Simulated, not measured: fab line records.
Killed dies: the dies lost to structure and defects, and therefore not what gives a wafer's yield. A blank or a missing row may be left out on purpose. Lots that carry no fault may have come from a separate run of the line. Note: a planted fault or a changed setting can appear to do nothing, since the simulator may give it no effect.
fab line records    flow nandHarc    part 2 of 2: steps 5 to 6 of 6
[record] lots = 23  wafers = 69  lastDay = 27
route steps=1159 shown P_ZERO_WELL@17 P_GATE@142 P_M0@269 A_CHANNEL_HOLE_D1@474
lots untouched by any fault: they come from a run of this same line in which no faults occurred
startH: start of the lot's first displayed wafer, in hours after the record's first day    waitH: time in hours since the lot's previous step    " same as the row above    L1.1+2: a single row standing in for several wafers    - no value, or no start given    * or withheld: withheld    < > ~ a bound
route shown NAME@n: names a module that has steps shown in the file, with the first one's number in the route    usual: average and standard deviation across the fault-free wafers    same: alike in all rows    chamber/n: place in a boat    sites: the reading at each site    _std_site: standard deviation of those values    _edge_site: mean of outer sites minus mean of inner sites    radiusMm: how far each site lies from the wafer's centre    mask NAME#n: copy n    behind: tool/chamber where the wafer was last shaped    hold: the reason the lot was held/the length of the hold in hours/how it ended    device: names the non-switching transistor (n, p or np)    end of line: at the end of the route, the tests of the same wafers    for a step that has no rows: nothing shown but its recipe    killed: count of dies lost to structure and defects at first sort (not the wafer's yield)    map: dies across one wafer; x = killed, . = not, _ = none there
set.NAME: the setting as run; set.NAME@STEP: as run at that earlier step    model.NAME: the simulator's own value behind a step, which no gauge read
one table for each step of the route and one row for each wafer, over a sample of lots
services: when a tool's chamber went out of use (startH, in hours from the record's first day, below 0 if earlier), for how many hours, and the reason
[[steps]]
[step NHARC_P_M0_STRIP_18]
[recipe] powerW = 1000  n2FlowSccm = 150  h2FlowSccm = 150  arFlowSccm = 0  biasW = 0  chemistry = N2/H2
[usual] chamberPressureMTorr = 29.998/0.027  drypumpMotorCurrentA = 5.7/0.45  n2FlowSccm = 150.0/0.41  oesProductAu = 1.001/0.0071  rfVppV = 90.6/0.96  showerheadPlenumPTorr = 2.04/0.083  throttleValvePct = 14.171/0.009
lot.wafer  tool        chamber  startH  waitH  chamberPressureMTorr  drypumpMotorCurrentA  n2FlowSccm  oesProductAu  rfHoursCounterH  rfVppV  showerheadPlenumPTorr  throttleValvePct
L074.1     rieDiel-02  0        106.68  0.1    30.014                6.1                   150.4       1.000         10               90.7    2.00                   14.166
L074.6     "           3        "       "      30.024                5.5                   150.7       0.994         -                90.2    2.00                   14.180
L074.5     "           0        "       "      29.999                6.0                   150.0       1.000         -                90.6    2.00                   14.172
L075.2     rieDiel-05  1        128.32  0.1    29.982                6.2                   149.9       0.996         9                90.6    2.02                   14.178
L075.3     "           2        "       "      30.022                5.1                   150.2       1.004         9                89.8    1.94                   14.170
L075.6     "           1        "       "      29.983                6.2                   149.6       0.997         -                91.2    2.02                   14.158
L076.3     rieDiel-05  2        129.72  0.1    30.011                5.2                   149.9       0.991         9                89.9    1.94                   14.172
L076.4     "           0        "       "      29.970                5.1                   150.0       0.991         9                90.7    2.02                   14.171
L076.1     "           1        "       "      29.990                6.2                   148.8       0.998         9                90.3    2.02                   14.172
L077.1     rieDiel-05  1        132.48  0.1    29.992                6.2                   149.8       1.008         9                90.2    2.02                   14.171
L077.4     "           2        "       "      30.004                5.1                   150.5       1.000         9                90.2    1.94                   14.170
L077.6     "           1        "       "      29.981                6.2                   150.1       0.997         -                92.5    2.02                   14.168
L078.1     rieDiel-05  3        137.78  0.1    29.999                5.2                   150.1       1.007         9                91.4    2.06                   14.171
L078.4     "           0        "       "      30.040                5.1                   149.6       1.003         -                90.1    2.02                   14.181
L078.5     "           2        "       "      29.975                5.1                   150.2       0.993         -                89.7    1.94                   14.172
L079.4     rieDiel-02  1        145.41  0.1    29.974                5.5                   149.5       1.011         12               93.3    2.19                   14.180
L079.5     "           3        "       "      30.021                5.5                   150.0       1.000         -                89.5    2.00                   14.179
L079.6     "           0        "       "      29.984                6.0                   150.3       0.995         -                90.5    2.00                   14.167
L080.4     rieDiel-05  1        159.32  0.1    30.000                6.2                   150.6       0.995         9                90.7    2.02                   14.170
L080.1     "           2        "       "      30.022                5.1                   149.0       0.996         10               89.5    1.94                   14.167
L080.2     "           0        "       "      30.023                5.1                   150.0       0.998         11               90.1    2.02                   14.166
L082.2     rieDiel-05  1        159.94  0.1    30.005                6.2                   150.5       1.002         9                90.5    2.02                   14.161
L082.4     "           2        "       "      29.990                5.1                   149.8       1.010         11               89.9    1.94                   14.173
L082.6     "           0        "       "      30.024                5.1                   150.1       1.001         -                90.4    2.02                   14.182
L081.4     rieDiel-05  3        160.27  0.1    29.941                5.2                   150.5       1.002         11               90.4    2.06                   14.173
L081.2     "           1        "       "      30.016                6.2                   150.2       0.999         9                91.7    2.02                   14.181
L081.3     "           2        "       "      30.001                5.1                   150.5       1.009         11               89.8    1.94                   14.172
L084.3     rieDiel-10  3        169.41  0.1    30.017                6.5                   150.0       0.989         14               90.5    1.96                   14.171
L084.1     "           0        "       "      29.979                6.1                   150.1       1.009         14               89.8    2.13                   14.179
L084.5     "           2        "       "      29.979                6.4                   149.8       0.998         -                89.6    1.99                   14.170
L083.3     rieDiel-10  0        170.02  0.1    30.006                6.1                   149.8       0.999         14               90.0    2.13                   14.169
L083.6     "           0        "       "      30.022                6.1                   149.4       0.994         -                89.5    2.13                   14.159
L083.5     "           3        "       "      30.017                6.6                   150.2       0.997         -                90.0    1.96                   14.170
L085.4     rieDiel-02  2        195.41  0.1    29.988                5.8                   149.3       1.002         3                92.4    2.20                   14.167
L085.6     "           3        "       "      29.977                5.5                   150.2       0.990         -                90.9    2.00                   14.174
L085.5     "           0        "       "      29.992                6.0                   151.0       1.009         -                90.8    2.00                   14.165
L088.2     rieDiel-05  1        196.00  0.1    29.940                6.2                   149.1       1.006         2                91.3    2.02                   14.173
L088.5     "           0        "       "      29.964                5.1                   150.4       1.017         -                91.4    2.02                   14.187
L088.6     "           1        "       "      29.981                6.2                   150.0       1.006         -                91.6    2.02                   14.177
L086.2     rieDiel-02  1        196.73  0.1    29.988                5.5                   150.6       1.011         3                90.8    2.19                   14.164
L086.4     "           1        "       "      30.045                5.5                   149.8       1.008         -                90.7    2.19                   14.168
L086.6     "           0        "       "      30.002                6.0                   149.9       1.022         -                89.9    2.00                   14.181
L087.4     rieDiel-02  2        210.04  0.1    29.974                5.8                   150.0       1.008         3                91.6    2.20                   14.178
L087.6     "           3        "       "      30.043                5.5                   150.3       0.998         -                90.5    2.00                   14.165
L087.5     "           0        "       "      29.984                6.0                   150.1       1.007         -                91.0    2.00                   14.182
L090.1     rieDiel-05  2        217.60  0.1    30.000                5.1                   149.4       1.003         3                89.6    1.93                   14.154
L090.2     "           3        "       "      29.971                5.2                   149.9       1.008         3                91.3    2.06                   14.151
L090.5     "           2        "       "      29.980                5.1                   149.9       1.004         -                89.5    1.93                   14.172
L089.2     rieDiel-02  2        220.88  0.1    29.982                5.8                   149.3       1.001         4                90.7    2.20                   14.168
L089.3     "           3        "       "      30.002                5.5                   149.8       0.988         4                90.2    2.00                   14.165
L089.6     "           0        "       "      30.025                6.0                   150.4       1.004         -                89.3    2.00                   14.186
L091.1     rieDiel-02  2        221.52  0.1    29.968                5.8                   149.8       0.992         4                92.6    2.20                   14.168
L091.3     "           0        "       "      29.990                6.1                   149.4       1.009         4                90.3    2.00                   14.175
L091.4     "           2        "       "      29.901                5.8                   150.1       1.003         -                91.5    2.20                   14.168
L094.1     rieDiel-05  3        233.76  0.1    29.993                5.2                   149.3       1.002         4                91.4    2.06                   14.158
L094.5     "           1        "       "      30.008                6.2                   149.5       1.001         -                90.2    2.02                   14.172
L094.6     "           2        "       "      30.011                5.1                   150.0       1.000         -                89.2    1.93                   14.177
L093.2     rieDiel-02  1        238.43  0.1    29.996                5.5                   149.9       1.004         4                91.9    2.19                   14.151
L093.1     "           2        "       "      30.010                5.9                   150.7       0.993         6                90.9    2.20                   14.182
L093.5     "           0        "       "      29.996                6.0                   150.3       0.999         -                91.0    2.00                   14.166
L095.2     rieDiel-10  1        243.29  0.1    29.945                5.3                   149.3       1.001         4                88.1    2.05                   14.173
L095.1     "           3        "       "      30.040                6.5                   150.9       1.005         5                89.9    1.96                   14.187
L095.6     "           1        "       "      29.995                5.3                   149.6       0.998         -                90.9    2.05                   14.167
L096.2     rieDiel-02  1        245.26  0.1    29.971                5.5                   150.1       0.996         4                91.9    2.19                   14.180
L096.5     "           1        "       "      30.014                5.5                   149.3       0.999         -                91.4    2.19                   14.162
L096.6     "           2        "       "      29.989                5.9                   150.3       0.999         -                91.0    2.20                   14.173
L097.4     rieDiel-02  1        262.17  0.1    29.976                5.5                   149.6       1.008         6                92.0    2.19                   14.172
L097.3     "           2        "       "      30.001                5.9                   149.9       0.997         8                91.5    2.20                   14.141
L097.6     "           0        "       "      30.055                6.0                   150.1       1.016         -                89.5    2.00                   14.184
[step NHARC_A_CHANNEL_HOLE_D1_ETCH_22]
[recipe] biasV = 3000  sourceW = withheld  pressureMtorr = 20  timeS = 666.7  arFlowSccm = 375  c4f8FlowSccm = 89.3  o2FlowSccm = 35.7  tempC = -20  targetDepthA = 16000  chemistry = C4F8/O2/Ar
[usual] chamberPressureMTorr = 20.001/0.019  drypumpMotorCurrentA = 5.2/0.42  showerheadPlenumPTorr = 3.71/0.11  throttleValvePct = 32.155/0.0091
lot.wafer  tool        chamber  startH  waitH  chamberPressureMTorr  drypumpMotorCurrentA  rfHoursCounterH  showerheadPlenumPTorr  throttleValvePct
L074.1     harEtch-01  1        162.89  0.4    20.001                5.0                   184              3.63                   32.151
L074.5     "           1        "       "      19.975                5.0                   -                3.63                   32.168
L074.6     "           0        "       "      20.014                5.2                   -                3.80                   32.145
L077.1     harEtch-02  0        187.46  0.4    20.008                4.8                   99               3.88                   32.157
L077.4     "           0        "       "      20.021                4.8                   -                3.88                   32.156
L077.6     "           0        "       "      20.010                4.8                   -                3.88                   32.143
L075.2     harEtch-01  1        187.87  0.4    19.998                4.9                   196              3.62                   32.159
L075.3     "           1        "       "      19.981                4.9                   -                3.62                   32.170
L075.6     "           1        "       "      20.008                5.0                   -                3.62                   32.152
L076.1     harEtch-02  1        191.54  0.4    19.997                5.9                   103              3.61                   32.159
L076.4     "           1        "       "      19.984                5.9                   -                3.61                   32.156
L076.3     "           0        "       "      19.973                4.8                   -                3.87                   32.146
L078.1     harEtch-01  0        197.17  0.4    20.014                5.2                   204              3.78                   32.157
L078.4     "           1        "       "      19.979                5.0                   -                3.61                   32.157
L078.5     "           0        "       "      20.014                5.2                   -                3.78                   32.173
L079.4     harEtch-02  1        202.96  0.4    19.962                5.9                   -                3.61                   32.152
L079.5     "           1        "       "      19.992                6.0                   -                3.61                   32.159
L079.6     "           0        "       "      20.035                4.8                   -                3.87                   32.156
L081.2     harEtch-02  1        218.21  0.4    19.993                5.9                   114              3.61                   32.160
L081.3     "           1        "       "      20.000                6.0                   -                3.61                   32.158
L081.4     "           0        "       "      19.987                4.8                   -                3.87                   32.147
L082.2     harEtch-01  1        218.97  0.4    20.010                5.0                   211              3.61                   32.152
L082.4     "           0        "       "      19.982                5.2                   -                3.78                   32.151
L082.6     "           1        "       "      19.981                5.0                   -                3.61                   32.147
L080.2     harEtch-02  1        222.34  0.4    20.002                5.9                   118              3.60                   32.147
L080.1     "           0        "       "      20.030                4.8                   118              3.87                   32.161
L080.4     "           0        "       "      19.968                4.8                   -                3.87                   32.143
L084.1     harEtch-01  0        234.09  0.4    20.008                5.2                   215              3.78                   32.158
L084.3     "           0        "       "      20.028                5.2                   -                3.78                   32.154
L084.5     "           1        "       "      20.013                5.0                   -                3.61                   32.170
L083.3     harEtch-02  0        234.95  0.4    20.050                4.9                   -                3.86                   32.166
L083.5     "           1        "       "      20.018                6.0                   -                3.60                   32.159
L083.6     "           0        "       "      20.021                4.8                   -                3.86                   32.163
L088.2     harEtch-01  0        252.70  0.4    20.022                5.2                   222              3.77                   32.153
L088.6     "           1        "       "      20.004                5.0                   -                3.60                   32.140
L088.5     "           0        "       "      19.990                5.2                   -                3.77                   32.156
L086.2     harEtch-02  0        252.87  0.4    19.983                4.8                   129              3.86                   32.159
L086.4     "           0        "       "      20.030                4.8                   -                3.86                   32.142
L086.6     "           1        "       "      20.009                5.9                   -                3.60                   32.142
L085.4     harEtch-01  1        257.08  0.4    20.000                4.9                   -                3.60                   32.154
L085.6     "           0        "       "      20.004                5.2                   -                3.77                   32.155
L085.5     "           1        "       "      20.001                4.9                   -                3.60                   32.167
L087.4     harEtch-01  0        266.95  0.4    20.018                5.2                   -                3.77                   32.151
L087.6     "           1        "       "      19.996                4.9                   -                3.60                   32.148
L087.5     "           0        "       "      20.000                5.2                   -                3.77                   32.171
L089.2     harEtch-02  1        275.15  0.4    20.010                5.9                   137              3.59                   32.151
L089.3     "           0        "       "      20.000                4.8                   -                3.85                   32.162
L089.6     "           1        "       "      19.999                5.9                   -                3.59                   32.151
L090.2     harEtch-01  0        275.31  0.4    20.002                5.2                   234              3.77                   32.148
L090.1     "           1        "       "      20.017                5.0                   234              3.60                   32.167
L090.5     "           1        "       "      20.007                4.9                   -                3.60                   32.150
L091.1     harEtch-01  1        285.52  0.4    20.007                4.9                   239              3.60                   32.170
L091.4     "           0        "       "      19.958                5.2                   -                3.76                   32.164
L091.3     "           1        "       "      20.001                5.0                   -                3.60                   32.154
L094.1     harEtch-02  1        293.48  0.4    19.979                6.0                   144              3.59                   32.153
L094.6     "           0        "       "      20.032                4.9                   -                3.85                   32.143
L094.5     "           1        "       "      19.989                5.9                   -                3.59                   32.157
L093.1     harEtch-01  1        293.76  0.4    20.019                5.0                   247              3.59                   32.164
L093.2     "           0        "       "      19.996                5.2                   247              3.76                   32.158
L093.5     "           1        "       "      20.036                4.9                   -                3.59                   32.147
L096.2     harEtch-01  0        300.48  0.4    20.049                5.2                   252              3.76                   32.154
L096.6     "           0        "       "      20.005                5.1                   -                3.76                   32.146
L096.5     "           1        "       "      20.025                4.9                   -                3.59                   32.174
L095.2     harEtch-02  0        301.64  0.4    19.970                4.8                   151              3.85                   32.141
L095.1     "           1        "       "      20.008                5.9                   151              3.58                   32.151
L095.6     "           0        "       "      19.957                4.8                   -                3.85                   32.153
L097.3     harEtch-02  0        319.10  0.4    19.979                4.8                   -                3.84                   32.135
L097.4     "           1        "       "      20.031                6.0                   -                3.58                   32.150
L097.6     "           1        "       "      20.017                6.0                   -                3.58                   32.158
[[services]]
tool            chamber  startH  hours  kind
rieDiel-10      -        -0.50   9.0    pm
rieDiel-05      -        1.45    3.4    repair
plasmaAsher-02  -        6.12    9.0    pm
plasmaAsher-01  -        30.41   0.6    repair
rieDiel-05      -        48.32   0.7    repair
rieDiel-10      1        89.64   6.7    repair
rieDiel-10      0        92.79   2.4    repair
plasmaAsher-01  -        99.00   9.0    pm
rieDiel-10      0        110.67  8.8    repair
rieDiel-05      1        136.55  16.8   repair
rieDiel-02      -        150.70  9.0    pm
rieDiel-10      1        159.47  15.9   repair
rieDiel-05      -        163.60  9.0    pm
rieDiel-10      -        167.33  1.5    repair
rieDiel-10      -        176.50  9.0    pm
rieDiel-05      2        196.12  5.2    repair
rieDiel-02      3        196.72  6.7    repair
rieDiel-02      1        210.53  15.4   repair
rieDiel-05      -        232.53  0.5    repair
rieDiel-05      1        238.32  8.1    repair
plasmaAsher-01  -        276.00  9.0    pm
harEtch-02      -        279.79  9.0    repair
harEtch-01      -        305.00  17.0   pm
rieDiel-02      -        317.42  0.2    repair
